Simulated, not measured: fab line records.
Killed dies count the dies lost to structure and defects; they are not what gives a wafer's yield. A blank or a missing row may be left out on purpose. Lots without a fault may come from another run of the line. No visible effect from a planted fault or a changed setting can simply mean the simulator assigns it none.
Struck lot and sound lot, side by side    flow nand-harc    14 steps out of a route of 1159
Sound: the wafers L735.2, L735.3, L735.4. The struck wafers were L745.2, L745.3, L745.4. The cause is given at the end.
Per side, at each step with rows, come the tool, then ch with its chambers, and then its first start. Under that, the readings that differ: sound wafers    struck wafers    difference of the means    sigmas: that difference in standard deviations of wafers without a fault.
alike: words and numbers the same on both sides, and readings whose means are apart by under 2 such deviations; not compared: readings that were withheld, readings missing a value for some wafer, numbers with overlapping values and no deviation given by the record, and bounds like >300 which may hide the same value.
A row with sigmas, a row that says differs or no value, or rows on one side alone: a step with any of these is where the two part. Numbers that don't overlap but have no deviation are shown without sigmas and don't part them. A reading missing from all wafers of one side parts the sides only when that side holds two or more wafers.

NHARC_P_M0_CMP_23: polishes, t overpolish 20 s, target thk 117.53 nm.
  sound on cmp-03 ch 1,2,3, day 6 19:08; struck on cmp-02 ch 0,2,3, day 9 05:10
  alike: edge-zone-pressure-frac, motor-current-A, slurry-filter-dp-kPa, time-to-endpoint-s
NHARC_P_M0_THK_MEAS_24: measures by xrf.
  sound: film-metro-01 at day 6 19:27; struck: film-metro-01 at day 9 05:29
  alike: thk-nm
following that, these wafers have no rows for 1 step: NHARC_P_M0_SRD_25.
NHARC_P_M0_INSPECT_27:
  sound: defect-inspect-02 at day 6 19:36; struck: defect-inspect-01 at day 9 05:39
reading           sound        struck       difference  sigmas
raw-defect-count  611 733 701  170 248 223  -468        -3
NHARC_P_M0_PRE_CLEAN_31: time 12 s.
  sound on pecvd-01 ch 0,1, day 6 19:40; struck on pecvd-01 ch 0,1, day 9 05:43
  alike: heater-power-w
NHARC_P_M0_DEP_32: deposits SiCN, target thk 30 nm.
  sound on pecvd-01 ch 0,1, day 6 19:45; struck on pecvd-01 ch 0,1, day 9 05:48
  alike: heater-power-w, showerhead-vpp-V
then, 5 steps without rows for these wafers: NHARC_P_M1_DEP_00 (deposits SiOC, target thk 182.5 nm); NHARC_P_M1_DEHYDRATE_01 (time 120 s); NHARC_P_M1_HMDS_02 (time 30 s); NHARC_P_M1_COAT_34 (time 65 s); NHARC_P_M1_COAT_03 (resist thk 90 nm).
NHARC_P_M1_SOFTBAKE_04: time 55 s.
  sound on litho-track-04 ch 0, day 6 20:00; struck on litho-track-06 ch 0, day 9 06:00
reading                   sound                 struck                difference  sigmas
heater-power-total-W (W)  188.45 188.41 188.32  315.17 314.81 314.47  +126.42     +99 or more
following that, these wafers have no rows for 1 step: NHARC_P_M1_EBR_05.
-- the record jumps here: 13 days lie between the struck wafers' starts before and after (it left off in module P_M1 and takes up again in module END, whose first step shown is number 1159 of the route) --
NHARC_END_SORT_01:
  only the struck wafers appear in the record here, on prober-02 ch 0 at day 22 02:52; the sound ones have no rows

== WHERE THEY PART ==
First at NHARC_P_M0_INSPECT_27; last, within this record, at NHARC_END_SORT_01.

WHY: what the simulator had put in
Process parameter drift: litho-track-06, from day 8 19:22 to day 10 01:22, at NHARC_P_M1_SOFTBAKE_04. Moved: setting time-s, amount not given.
